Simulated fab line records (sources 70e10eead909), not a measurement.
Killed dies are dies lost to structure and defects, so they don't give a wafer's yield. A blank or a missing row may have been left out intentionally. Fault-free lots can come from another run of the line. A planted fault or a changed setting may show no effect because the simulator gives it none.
fab line records -- flow nandHarc
[record] lots = 7, wafers = 21, lastDay = 32
route steps=1302 shown A_SGD_CUT@918 A_SLIT@922 END@1302
lots untouched by any fault: they come from a run of this same line in which no faults occurred
startH: the number of hours between the record's first day and the start of the first shown wafer of the lot -- waitH: hours from the lot's prior step to this one -- " the same as in the row above -- L1.1+2: a single row standing in for several wafers -- - no value present, or no start provided -- * or withheld: withheld -- < > ~ a bound
route shown NAME@n: names a module that has steps shown in the file, with the first one's number in the route -- usual: the fault-free wafers' mean and standard deviation -- same: alike in all rows -- chamber/n: place in a boat -- sites: readings site by site -- _std_site: standard deviation of those values -- _edge_site: outer sites' mean less inner sites' -- radiusMm: how far each site lies from the wafer's centre -- mask NAME#n: copy n -- behind: the last tool/chamber to shape the wafer -- hold: what put the lot on hold/how long, in hours/how the hold closed -- device: the transistor (n, p or np) that didn't switch -- end of line: the tests these same wafers got at the end of their route -- for a step that has no rows: nothing shown but its recipe -- killed: not the wafer's yield, but the dies lost to structure and defects at the first sort -- map: dies across one wafer; x = killed, . = not, _ = none there
set.NAME: the run value of the setting; set.NAME@STEP: its run value at that earlier step -- model.NAME: the simulator's own value behind a step, which no gauge read
a table for each step, a row for each wafer; lots at some steps of the route
services: from which hour (startH, from the record's first day; less than 0 if before it) a tool's chamber was out of use, for how many hours, and why
[[steps]]
[step NHARC_A_SGD_CUT_ETCH_26]
[recipe] targetDepthA = 458, chemistry = dHF, material = SiO2
[step NHARC_A_SGD_CUT_ETCHBACK_24]
[recipe] targetDepthA = 500, overEtchFrac = 0.3, timeS = 92.857, ionEnergyEv = 120, ch3fFlowSccm = 50, o2FlowSccm = 30, arFlowSccm = 200, rfW = 500, biasW = 100, chemistry = CH3F/O2
[usual] drypumpMotorCurrentA = 5.8/0.35, oesProductAu = 0.97/0.036, rfVppV = 243.7/1.7, showerheadPlenumPTorr = 2.41/0.11, throttleValvePct = 20.664/0.0087
lot.wafer,tool,chamber,startH,waitH,drypumpMotorCurrentA,oesProductAu,rfHoursCounterH,rfVppV,showerheadPlenumPTorr,throttleValvePct
L182.1,rieDiel-10,3,458.14,0.1,5.4,1.01,3,242.0,2.31,20.659
L182.6,rieDiel-10,2,458.14,0.1,5.9,1.00,-,243.2,2.33,20.658
L182.5,rieDiel-10,3,458.14,0.1,5.4,1.01,-,241.6,2.31,20.657
L190.1,rieDiel-10,2,523.35,0.2,5.9,0.96,9,243.1,2.33,20.655
L190.3,rieDiel-10,0,523.35,0.2,5.8,0.96,9,242.8,2.36,20.660
L190.6,rieDiel-10,2,523.35,0.2,5.9,0.97,-,241.8,2.33,20.660
L196.2,rieDiel-10,0,582.00,0.2,5.8,0.91,15,242.4,2.36,20.663
L196.3,rieDiel-10,2,582.00,0.2,5.9,0.93,15,242.5,2.33,20.657
L196.5,rieDiel-10,0,582.00,0.2,5.8,0.92,-,242.8,2.36,20.657
L197.1,rieDiel-13,3,591.54,0.1,5.7,1.01,3,245.0,2.41,20.679
L197.3,rieDiel-13,0,591.54,0.1,5.2,1.00,4,243.3,2.29,20.677
L197.2,rieDiel-13,1,591.54,0.1,6.2,0.98,3,245.1,2.58,20.663
L198.2,rieDiel-07,3,604.87,0.1,5.8,0.95,8,246.4,2.55,20.653
L198.1,rieDiel-07,1,604.87,0.1,6.0,0.95,8,246.0,2.51,20.664
L198.6,rieDiel-07,0,604.87,0.1,5.4,0.96,-,243.6,2.45,20.656
L199.2,rieDiel-10,3,619.04,0.2,5.4,0.96,2,241.3,2.31,20.652
L199.1,rieDiel-10,1,619.04,0.2,6.4,0.99,1,242.9,2.37,20.647
L199.6,rieDiel-10,2,619.04,0.2,5.9,0.96,-,242.4,2.33,20.655
L202.2,rieDiel-13,0,643.29,0.2,5.2,1.00,6,241.9,2.29,20.655
L202.5,rieDiel-13,1,643.29,0.2,6.2,0.98,-,245.6,2.58,20.663
L202.6,rieDiel-13,2,643.29,0.2,5.4,0.99,-,245.5,2.63,20.669
[step NHARC_A_SGD_CUT_STRIP_28]
[recipe] timeS = 20, o2FlowSccm = 500, arFlowSccm = 0, biasW = 0, chemistry = O2
[usual] drypumpMotorCurrentA = 5.8/0.36, oesProductAu = 1.000/0.013, rfVppV = 57.6/0.94, showerheadPlenumPTorr = 3.45/0.15, throttleValvePct = 17.036/0.0087
lot.wafer,tool,chamber,startH,waitH,drypumpMotorCurrentA,oesProductAu,rfHoursCounterH,rfVppV,showerheadPlenumPTorr,throttleValvePct
L182.1,rieDiel-10,2,-,-,5.9,1.013,3,56.9,3.35,17.022
L182.6,rieDiel-10,1,-,-,6.4,1.002,-,58.0,3.42,17.033
L182.5,rieDiel-10,2,-,-,5.9,1.013,-,57.0,3.35,17.034
L190.3,rieDiel-10,3,-,-,5.4,1.013,9,58.1,3.32,17.039
L190.1,rieDiel-10,0,-,-,5.8,0.998,9,58.3,3.40,17.035
L190.6,rieDiel-10,1,-,-,6.4,1.009,-,58.8,3.42,17.036
L196.3,rieDiel-10,3,-,-,5.4,1.008,15,56.6,3.32,17.040
L196.2,rieDiel-10,0,-,-,5.8,0.988,15,58.3,3.39,17.034
L196.5,rieDiel-10,0,-,-,5.8,0.978,-,57.4,3.39,17.033
L197.1,rieDiel-13,0,-,-,5.3,1.005,4,56.4,3.30,17.045
L197.3,rieDiel-13,2,-,-,5.4,1.001,3,57.8,3.77,17.036
L197.2,rieDiel-13,3,-,-,5.7,0.996,3,57.6,3.46,17.040
L198.2,rieDiel-07,2,-,-,6.2,1.006,8,57.3,3.36,17.041
L198.1,rieDiel-07,3,-,-,5.8,0.979,8,58.2,3.65,17.025
L198.6,rieDiel-07,3,-,-,5.8,0.974,-,59.0,3.65,17.037
L199.1,rieDiel-10,1,-,-,6.4,1.026,1,57.6,3.41,17.045
L199.2,rieDiel-10,2,-,-,5.9,1.017,1,58.6,3.35,17.033
L199.6,rieDiel-10,1,-,-,6.4,1.031,-,56.3,3.41,17.035
L202.2,rieDiel-13,1,-,-,6.2,0.985,6,57.9,3.70,17.039
L202.6,rieDiel-13,1,-,-,6.2,0.991,-,59.4,3.70,17.029
L202.5,rieDiel-13,2,-,-,5.4,0.991,-,58.1,3.77,17.032
[step NHARC_A_SGD_CUT_INSPECT_25]
[usual] rawDefectCount = 381/85
lot.wafer,tool,chamber,startH,waitH,rawDefectCount
L182.1,defectInspect-02,-,458.37,-,356
L182.5,defectInspect-02,-,458.37,-,350
L182.6,defectInspect-02,-,458.37,-,414
L190.1,defectInspect-01,-,523.57,-,428
L190.3,defectInspect-01,-,523.57,-,474
L190.6,defectInspect-01,-,523.57,-,421
L196.2,defectInspect-02,-,582.23,-,550
L196.3,defectInspect-02,-,582.23,-,372
L196.5,defectInspect-02,-,582.23,-,384
L197.1,defectInspect-02,-,591.78,-,286
L197.2,defectInspect-02,-,591.78,-,396
L197.3,defectInspect-02,-,591.78,-,362
L198.1,defectInspect-02,-,605.11,-,320
L198.2,defectInspect-02,-,605.11,-,410
L198.6,defectInspect-02,-,605.11,-,384
L199.1,defectInspect-02,-,619.27,-,371
L199.2,defectInspect-02,-,619.27,-,454
L199.6,defectInspect-02,-,619.27,-,410
L202.2,defectInspect-01,-,643.49,-,427
L202.5,defectInspect-01,-,643.49,-,335
L202.6,defectInspect-01,-,643.49,-,337
[step NHARC_A_SLIT_DEP_25]
[recipe] targetThkA = 2000, tempC = 400, pressureTorr = 6.5, rfW = 900, teosFlowSccm = 161.4, flowSccm = 2650, targetThkNm = 200, gas = O2, material = SiO2
[usual] heaterPowerW = 557/100, throttleValvePct = 15.7/0.54
lot.wafer,tool,chamber,startH,waitH,heaterPowerW,throttleValvePct
L182.1,pecvd-03,0,458.51,0.1,415,16.7
L182.5,pecvd-03,2,458.51,0.1,565,15.7
L182.6,pecvd-03,0,458.51,0.1,425,16.3
L190.1,pecvd-04,1,523.68,0.1,460,15.8
L190.3,pecvd-04,2,523.68,0.1,680,15.4
L190.6,pecvd-04,1,523.68,0.1,461,15.5
L196.3,pecvd-04,1,582.29,0.1,579,15.8
L196.2,pecvd-04,2,582.29,0.1,704,15.5
L196.5,pecvd-04,0,582.29,0.1,427,16.9
L197.1,pecvd-04,2,591.85,0.1,721,15.4
L197.3,pecvd-04,0,591.85,0.1,495,16.6
L197.2,pecvd-04,1,591.85,0.1,562,15.7
L198.2,pecvd-04,0,605.18,0.1,423,17.0
L198.1,pecvd-04,1,605.18,0.1,461,15.7
L198.6,pecvd-04,0,605.18,0.1,434,16.9
L199.2,pecvd-04,2,619.34,0.1,662,15.6
L199.1,pecvd-04,0,619.34,0.1,508,17.2
L199.6,pecvd-04,1,619.34,0.1,558,15.7
L202.2,pecvd-03,0,643.60,0.1,387,15.7
L202.6,pecvd-03,2,643.60,0.1,692,15.1
L202.5,pecvd-03,0,643.60,0.1,392,15.3
[step NHARC_A_SLIT_DEP_00]
[recipe] targetThkA = 62000, tempC = 400, material = aC
[usual] throttleValvePct = 35.000/0.0095
lot.wafer,tool,chamber,startH,waitH,throttleValvePct
L182.1,aclDep-03,0,462.15,-,34.998
L182.5,aclDep-03,0,464.64,-,34.992
L182.6,aclDep-03,0,464.64,-,35.011
L190.1,aclDep-02,0,527.14,-,34.995
L190.3,aclDep-02,0,528.39,-,35.002
L190.6,aclDep-02,0,530.27,-,34.999
L196.2,aclDep-01,0,584.77,-,35.009
L196.3,aclDep-01,0,584.77,-,35.002
L196.5,aclDep-01,0,586.65,-,35.007
L197.1,aclDep-03,0,593.93,-,35.000
L197.2,aclDep-03,0,593.93,-,34.994
L197.3,aclDep-03,0,593.93,-,35.006
L198.1,aclDep-01,0,609.79,-,34.999
L198.2,aclDep-01,0,609.79,-,34.994
L198.6,aclDep-01,0,612.94,-,34.982
L199.1,aclDep-02,0,621.53,-,34.998
L199.2,aclDep-02,0,621.53,-,35.004
L199.6,aclDep-02,0,624.72,-,34.994
L202.2,aclDep-03,0,644.51,-,34.992
L202.5,aclDep-03,0,646.36,-,34.999
L202.6,aclDep-03,0,646.36,-,35.000
[step NHARC_A_SLIT_DEP_23]
[recipe] targetThkA = 1000, targetThkNm = 100, tempC = 400, pressureTorr = 3.5, flowSccm = 200, rfW = 350, material = SiON
[usual] heaterPowerW = 750/96
lot.wafer,tool,chamber,startH,waitH,heaterPowerW
L182.1,pecvd-04,0,465.97,3.2,632
L182.6,pecvd-04,1,465.97,3.2,792
L182.5,pecvd-04,2,465.97,3.2,847
L190.3,pecvd-01,2,530.95,1.9,746
L190.1,pecvd-01,0,530.95,1.9,673
L190.6,pecvd-01,2,530.95,1.9,729
L196.2,pecvd-04,0,587.96,2.6,724
L196.3,pecvd-04,1,587.96,2.6,731
L196.5,pecvd-04,1,587.96,2.6,730
L197.3,pecvd-03,1,597.68,1.9,715
L197.1,pecvd-03,2,597.68,1.9,834
L197.2,pecvd-03,0,597.68,1.9,603
L198.2,pecvd-04,2,613.59,2.5,913
L198.1,pecvd-04,0,613.59,2.5,665
L198.6,pecvd-04,2,613.59,2.5,751
L199.1,pecvd-01,0,625.38,3.2,672
L199.2,pecvd-01,2,625.38,3.2,791
L199.6,pecvd-01,2,625.38,3.2,795
L202.2,pecvd-01,2,647.68,2.5,755
L202.5,pecvd-01,0,647.68,2.5,670
L202.6,pecvd-01,1,647.68,2.5,813
[step NHARC_A_SLIT_DEHYDRATE_01]
[recipe] tempC = 150, timeS = 120
[step NHARC_A_SLIT_HMDS_02]
[recipe] timeS = 30
[step NHARC_A_SLIT_COAT_03]
[recipe] spinRpm = 1500, resistThkNm = 90
[step NHARC_A_SLIT_SOFTBAKE_04]
[recipe] tempC = 105, timeS = 55
[step NHARC_A_SLIT_EBR_05]
[step NHARC_A_SLIT_EXPOSE_06]
[recipe] na = 1.35, doseMj = 60.82, maskId = SLIT
[usual] exposureDoseMJCm2 = 60.77/0.061
lot.wafer,tool,chamber,startH,waitH,mask,exposureDoseMJCm2
L182.1,arfiScanner-03,0,466.45,-,SLIT#0,60.86
L182.5,arfiScanner-03,0,466.45,-,SLIT#0,60.82
L182.6,arfiScanner-03,0,466.45,-,SLIT#0,60.78
L190.1,arfiScanner-03,0,531.47,-,SLIT#0,60.85
L190.3,arfiScanner-03,0,531.47,-,SLIT#0,60.79
L190.6,arfiScanner-03,0,531.47,-,SLIT#0,60.86
L196.2,arfiScanner-03,0,588.47,-,SLIT#0,60.11
L196.3,arfiScanner-03,0,588.47,-,SLIT#0,60.00
L196.5,arfiScanner-03,0,588.47,-,SLIT#0,60.12
L197.1,arfiScanner-03,0,598.10,-,SLIT#0,60.19
L197.2,arfiScanner-03,0,598.10,-,SLIT#0,60.20
L197.3,arfiScanner-03,0,598.10,-,SLIT#0,60.17
L198.1,arfiScanner-01,0,614.16,-,SLIT#0,60.80
L198.2,arfiScanner-01,0,614.16,-,SLIT#0,60.73
L198.6,arfiScanner-01,0,614.16,-,SLIT#0,60.88
L199.1,arfiScanner-03,0,625.79,-,SLIT#0,60.33
L199.2,arfiScanner-03,0,625.79,-,SLIT#0,60.28
L199.6,arfiScanner-03,0,625.79,-,SLIT#0,60.29
L202.2,arfiScanner-02,0,648.17,-,SLIT#0,60.63
L202.5,arfiScanner-02,0,648.17,-,SLIT#0,60.68
L202.6,arfiScanner-02,0,648.17,-,SLIT#0,60.71
[step NHARC_A_SLIT_PEB_07]
[recipe] pebTempC = 100, pebTimeS = 65
[step NHARC_END_SORT_01]
[recipe] tempC = 25
[usual] killedAtArray = 54/12, killedAtOther = 0.7/1.1, killedAtPeriphery = 3.9/2.8, killedDies = 59/13, killedOpen = 3.4/2, killedShort = 2.5/1.7
[same] grossDies = 677
lot.wafer,tool,chamber,startH,waitH,killedAtArray,killedAtOther,killedAtPeriphery,killedDies,killedOpen,killedShort
L190.1,prober-02,0,638.72,2.5,58,0,2,60,5,2
L190.3,prober-02,0,640.33,3.1,61,0,3,64,1,4
L190.6,prober-02,0,642.75,4.0,55,0,4,59,4,2
L196.2,prober-02,0,699.65,2.8,40,0,1,41,2,1
L196.3,prober-02,0,700.44,3.1,44,0,1,45,1,1
L196.5,prober-02,0,702.02,3.7,55,1,4,60,3,3
L198.1,prober-02,0,727.25,2.4,44,1,5,50,3,5
L198.2,prober-02,0,728.05,2.8,53,3,1,57,0,4
L198.6,prober-02,0,731.25,4.0,64,3,5,72,3,1
L202.2,prober-02,0,765.84,2.8,62,1,1,64,4,3
L202.5,prober-02,0,768.24,3.7,59,0,4,63,4,3
L202.6,prober-02,0,769.04,4.0,52,0,1,53,2,1
// killed by level:class
L190.1 A_CHANNEL_HOLE_D1:chamberFilmFlake=29 A_CHANNEL_HOLE_D2:chamberFilmFlake=11 A_CONTACT:chamberFilmFlake=4 A_ONON_D2:geometricParticle:open=2 A_CHANNEL_FILL_D1:chamberFilmFlake=2 A_SLIT:chamberFilmFlake=2 A_WL_FILL:chamberFilmFlake=2 P_M0:geometricParticle:open=1
L190.3 A_CHANNEL_HOLE_D1:chamberFilmFlake=26 A_CHANNEL_HOLE_D2:chamberFilmFlake=16 A_STAIRCASE:chamberFilmFlake=4 A_CONTACT:chamberFilmFlake=4 A_SLIT:chamberFilmFlake=2 A_WL_FILL:chamberFilmFlake=2 A_SOURCE_PLATE:geometricParticle:short=1 A_CHANNEL_FILL_D2:geometricParticle:short=1
L190.6 A_CHANNEL_HOLE_D1:chamberFilmFlake=27 A_CHANNEL_HOLE_D2:chamberFilmFlake=14 A_CONTACT:chamberFilmFlake=5 A_STAIRCASE:chamberFilmFlake=3 A_CHANNEL_FILL_D2:geometricParticle:short=2 P_BONDPAD:chamberFilmFlake=2 A_SOURCE_PLATE:geometricParticle:open=1 A_CHANNEL_FILL_D2:geometricParticle:open=1
L196.2 A_CHANNEL_HOLE_D2:chamberFilmFlake=14 A_CHANNEL_HOLE_D1:chamberFilmFlake=7 A_STAIRCASE:chamberFilmFlake=5 A_SLIT:chamberFilmFlake=5 A_WL_FILL:chamberFilmFlake=2 A_CONTACT:chamberFilmFlake=2 A_ONON_D2:geometricParticle:open=1 A_SGD_CUT:geometricParticle:short=1
L196.3 A_CHANNEL_HOLE_D2:chamberFilmFlake=17 A_CHANNEL_HOLE_D1:chamberFilmFlake=8 A_CONTACT:chamberFilmFlake=6 A_STAIRCASE:chamberFilmFlake=5 A_ZERO_WELL:chamberFilmFlake=2 A_BLC:chamberFilmFlake=2 A_WL_FILL:geometricParticle:short=1 A_WL_FILL:geometricParticle:open=1
L196.5 A_CHANNEL_HOLE_D2:chamberFilmFlake=23 A_STAIRCASE:chamberFilmFlake=9 A_CONTACT:chamberFilmFlake=6 A_CHANNEL_HOLE_D1:chamberFilmFlake=5 P_ZERO_WELL:chamberFilmFlake=2 A_DECK1_JOINT:chamberFilmFlake=2 A_BLC:chamberFilmFlake=2 P_M0:geometricParticle:open=1
L198.1 A_SLIT:chamberFilmFlake=23 A_CHANNEL_HOLE_D2:chamberFilmFlake=8 A_CHANNEL_FILL_D1:chamberFilmFlake=3 P_ZERO_WELL:chamberFilmFlake=2 P_M2:chamberFilmFlake=2 A_SOURCE_PLATE:geometricParticle:short=1 A_ONON_D2:geometricParticle:short=1 A_ONON_D2:geometricParticle:open=1
L198.2 A_SLIT:chamberFilmFlake=21 A_CHANNEL_HOLE_D2:chamberFilmFlake=17 A_CHANNEL_HOLE_D1:chamberFilmFlake=4 A_CHANNEL_FILL_D2:geometricParticle:short=2 A_CHANNEL_FILL_D1:chamberFilmFlake=2 A_CONTACT:chamberFilmFlake=2 A_M1:chamberFilmFlake=2 THIN_TSV:chamberFilmFlake=2
L198.6 A_CHANNEL_HOLE_D2:chamberFilmFlake=26 A_SLIT:chamberFilmFlake=25 THIN_TSV:chamberFilmFlake=3 A_CONTACT:chamberFilmFlake=3 P_STI:chamberFilmFlake=2 A_CHANNEL_HOLE_D1:chamberFilmFlake=2 A_WL_FILL:chamberFilmFlake=2 A_M1:chamberFilmFlake=2
L202.2 A_CHANNEL_HOLE_D2:chamberFilmFlake=23 A_SLIT:chamberFilmFlake=17 A_CHANNEL_HOLE_D1:chamberFilmFlake=8 A_STAIRCASE:chamberFilmFlake=5 A_CHANNEL_FILL_D2:geometricParticle:open=2 A_CHANNEL_FILL_D1:geometricParticle:open=1 A_DECK1_JOINT:geometricParticle:short=1 A_CONTACT:geometricParticle:short=1
L202.5 A_SLIT:chamberFilmFlake=21 A_CHANNEL_HOLE_D2:chamberFilmFlake=19 A_STAIRCASE:chamberFilmFlake=5 P_GATE:chamberFilmFlake=4 A_CHANNEL_HOLE_D1:chamberFilmFlake=4 A_CHANNEL_FILL_D2:chamberFilmFlake=3 A_SOURCE_PLATE:geometricParticle:short=1 A_CHANNEL_FILL_D1:geometricParticle:short=1
L202.6 A_CHANNEL_HOLE_D2:chamberFilmFlake=15 A_SLIT:chamberFilmFlake=13 A_CHANNEL_HOLE_D1:chamberFilmFlake=9 A_STAIRCASE:chamberFilmFlake=6 A_CHANNEL_FILL_D2:chamberFilmFlake=5 A_CONTACT:geometricParticle:open=2 A_CONTACT:chamberFilmFlake=2 P_CONTACT:geometricParticle:short=1
[[services]]
tool,chamber,startH,hours,kind
arfiScanner-01,-,436.99,1.7,repair
rieDiel-13,0,438.46,9.6,repair
arfiScanner-03,-,443.88,10.8,repair
pecvd-04,-,450.12,13.0,pm
rieDiel-07,3,451.11,4.0,repair
rieDiel-07,-,471.20,9.0,pm
pecvd-03,1,479.31,8.4,repair
aclDep-03,-,480.41,13.0,pm
rieDiel-07,0,482.90,14.2,repair
rieDiel-07,-,485.61,0.4,repair
pecvd-01,-,492.07,13.0,pm
pecvd-04,-,501.22,1.2,repair
pecvd-03,0,504.16,5.4,repair
rieDiel-13,-,519.02,9.0,pm
rieDiel-07,-,534.36,0.2,repair
rieDiel-13,1,539.41,3.0,repair
arfiScanner-03,-,540.00,4.0,pm
pecvd-03,-,547.93,13.0,pm
aclDep-01,-,553.32,13.0,pm
pecvd-01,-,567.02,2.1,repair
rieDiel-10,-,596.65,9.0,pm
aclDep-02,-,605.36,13.0,pm
pecvd-03,-,625.09,0.6,repair
pecvd-04,-,631.20,13.0,pm
[[key]]
[firstSign] step = NHARC_A_SLIT_EXPOSE_06, reading = exposureDoseMJCm2, direction = down, sigmas = 9.6, usual = 60.77, struck = 60.19
effect none on later readings
metAt NHARC_A_SLIT_EXPOSE_06
struckWafers L196.2,L196.3,L196.5,L197.1,L197.2,L197.3,L199.1,L199.2,L199.6
testerLeftOut L196,L197,L199
[loopTrim] step = NHARC_A_SLIT_EXPOSE_06, setting = dose, lots = L197,L199
onsetBetween 531.47 588.47
[fault] kind = processParameterDrift, tool = arfiScanner-03, chamber = -, onsetH = 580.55, steps = NHARC_A_SLIT_EXPOSE_06, channel = doseMj, offset = -0.74921, shape = step, actsIn = theseRecipesOnly, stated = 60.82
// testerLeftOut: of these lots the tester's yield and bins aren't shown, on N5 and GAA mostly nor the transistor test; their killed dies are dies lost to structure and defects alone, not to doping, threshold or leakage, so they don't give the yield
// loopTrim: a control loop set the setting to another value than it would have without faults
